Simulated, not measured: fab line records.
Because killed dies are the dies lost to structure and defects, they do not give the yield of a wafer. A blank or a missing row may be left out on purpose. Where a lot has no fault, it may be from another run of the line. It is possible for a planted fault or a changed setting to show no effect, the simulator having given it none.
Which of the tools did it?	flow nand-harc	72 wafers from 24 lots sampled at 2 of the route's 1302 steps

WHAT THE GAUGES SHOWED, per wafer
NHARC_A_CONTACT_CD_MEAS_42: target cd 300 nm. Usual: cd-nm reads 299.7 nm (standard deviation 0.5).
lot	measured	on	cd-nm (nm)	flag
L074	day 21 04:35	cd-sem-02	300.4 299.8 300.9	
L076	day 21 13:50	cd-sem-01	299.6 299.3 300.1	
L075	day 22 02:49	cd-sem-03	300.1 299.2 299.0	
L077	day 22 09:44	cd-sem-03	299.6 300.0 300.2	
L078	day 22 18:05	cd-sem-03	299.7 299.8 299.6	
L079	day 23 02:22	cd-sem-02	300.8 300.4 300.6	
L081	day 24 10:40	cd-sem-01	299.8 299.5 299.0	
L080	day 24 19:26	cd-sem-03	298.9 299.0 299.3	
L082	day 25 01:37	cd-sem-03	299.8 300.0 300.3	
L083	day 25 03:47	cd-sem-03	299.6 300.2 300.2	
L085	day 25 16:10	cd-sem-03	299.2 298.9 299.3	
L084	day 25 20:34	cd-sem-02	300.2 299.7 299.7	
L086	day 26 04:49	cd-sem-03	299.4 300.6 299.8	
L090	day 27 11:19	cd-sem-03	300.1 299.2 299.8	
L088	day 27 11:01	cd-sem-02	299.2 299.3 299.4	
L087	day 27 14:08	cd-sem-02	300.5 301.3 300.5	
L089	day 27 23:58	cd-sem-02	299.8 300.0 299.9	
L091	day 28 09:55	cd-sem-01	299.7 299.8 299.3	
L092	day 28 09:05	cd-sem-03	299.6 299.4 299.3	
L093	day 29 02:46	cd-sem-01	299.1 299.3 299.7	
L095	day 29 18:04	cd-sem-03	300.4 299.7 299.6	
L094	day 29 18:41	cd-sem-02	299.5 299.8 299.6	
L097	day 30 13:01	cd-sem-01	299.5 299.3 300.3	
L096	day 30 12:52	cd-sem-03	299.3 299.9 299.9	

WHAT TOOL EACH LOT RAN ON (gives the tool, then ch and the chambers of the sampled wafers, and finally the start)
lot	NHARC_A_WL_FILL_STRIP_29
L074	rie-diel-08 ch 0,1,2, day 20 16:28
L076	rie-diel-08 ch 0,1,2, day 21 03:59
L075	rie-diel-08 ch 0,2,3, day 21 14:13
L077	rie-diel-08 ch 0,2,3, day 21 21:47
L078	rie-diel-03 ch 0,3, day 22 05:59
L079	rie-diel-05 ch 0,2,3, day 22 14:19
L081	rie-diel-03 ch 0,1,3, day 23 20:12
L080	rie-diel-08 ch 0,1,2, day 24 06:24
L082	rie-diel-08 ch 1,2,3, day 24 12:28
L083	rie-diel-05 ch 1,3, day 24 15:37
L085	rie-diel-05 ch 0,2,3, day 25 03:20
L084	rie-diel-08 ch 0,1,2, day 25 08:10
L086	rie-diel-08 ch 0,1,3, day 25 15:06
L090	rie-diel-08 ch 0,2,3, day 26 23:02
L088	rie-diel-05 ch 0,2,3, day 26 23:02
L087	rie-diel-05 ch 1,2, day 26 23:05
L089	rie-diel-08 ch 0,3, day 27 11:52
L091	rie-diel-08 ch 2,3, day 27 20:17
L092	rie-diel-05 ch 2,3, day 27 20:19
L093	rie-diel-08 ch 1,2,3, day 28 10:46
L095	rie-diel-03 ch 0,1, day 29 02:12
L094	rie-diel-08 ch 1,2, day 29 02:19
L097	rie-diel-05 ch 1,2,3, day 29 22:13
L096	rie-diel-03 ch 0,1, day 29 22:18
- NHARC_A_WL_FILL_STRIP_29: strips in O2, time 20 s.

WHAT THE TOOLS THEMSELVES READ (means of the sampled wafers that have a number; where no wafer has one, the mark that the record gives instead)
NHARC_A_WL_FILL_STRIP_29. Usual: drypump-motor-current-A 6.1 A, standard deviation 0.38; oes-product-au 1.002 a.u., standard deviation 0.0096; rf-vpp-V 58.0 V, standard deviation 0.88; showerhead-plenum-p-Torr 3.57 Torr, standard deviation 0.13; throttle-valve-pct 17.036 %, standard deviation 0.0081.
lot	tool	drypump-motor-current-A (A)	oes-product-au (a.u.)	rf-vpp-V (V)	showerhead-plenum-p-Torr (Torr)	throttle-valve-pct (%)	flag
L074	rie-diel-08	6.1	1.002	58.5	3.51	17.038	
L076	rie-diel-08	6.1	1.003	57.3	3.51	17.038	
L075	rie-diel-08	6.1	1.001	57.8	3.56	17.033	
L077	rie-diel-08	6.1	0.996	58.7	3.56	17.033	
L078	rie-diel-03	6.3	0.989	57.2	3.42	17.031	
L079	rie-diel-05	6.2	1.011	58.1	3.72	17.044	
L081	rie-diel-03	6.1	0.995	57.4	3.52	17.033	
L080	rie-diel-08	6.1	1.005	58.3	3.51	17.037	
L082	rie-diel-08	6.2	0.998	57.9	3.60	17.039	
L083	rie-diel-05	6.1	0.992	58.2	3.63	17.034	
L085	rie-diel-05	6.1	1.004	59.0	3.71	17.035	
L084	rie-diel-08	6.1	1.009	58.1	3.51	17.039	
L086	rie-diel-08	5.8	1.008	58.1	3.58	17.042	
L090	rie-diel-08	6.1	1.008	58.1	3.56	17.042	
L088	rie-diel-05	6.2	0.997	58.2	3.71	17.035	
L087	rie-diel-05	6.5	0.995	58.0	3.44	17.031	
L089	rie-diel-08	5.7	1.012	57.9	3.54	17.039	
L091	rie-diel-08	6.5	0.999	57.9	3.59	17.030	
L092	rie-diel-05	6.4	1.004	58.0	3.69	17.032	
L093	rie-diel-08	6.2	1.003	58.3	3.60	17.045	
L095	rie-diel-03	6.1	1.007	57.7	3.55	17.035	
L094	rie-diel-08	6.5	1.000	58.5	3.54	17.035	
L097	rie-diel-05	6.4	1.004	57.9	3.59	17.032	
L096	rie-diel-03	6.1	1.000	57.2	3.55	17.032	

THE ANSWER, worked out from the rows above alone
Rule: lot off if the mean of its wafers having a number is beyond 3 standard deviations from the usual mean. Also off: a lot with no number at a reading for which 4 or more lots have one. Any other lot the step has rows for is counted as sound. Order of review: gauges by route order, followed by the tools' own readings, for which a lot's mean as printed above is used. At the first step where some lot is off, the reading lying furthest off is the one used; lots without a number count as furthest.
None of the lots is off at any reading shown; this tells nothing.

WHAT WAS PUT IN BY THE SIMULATOR
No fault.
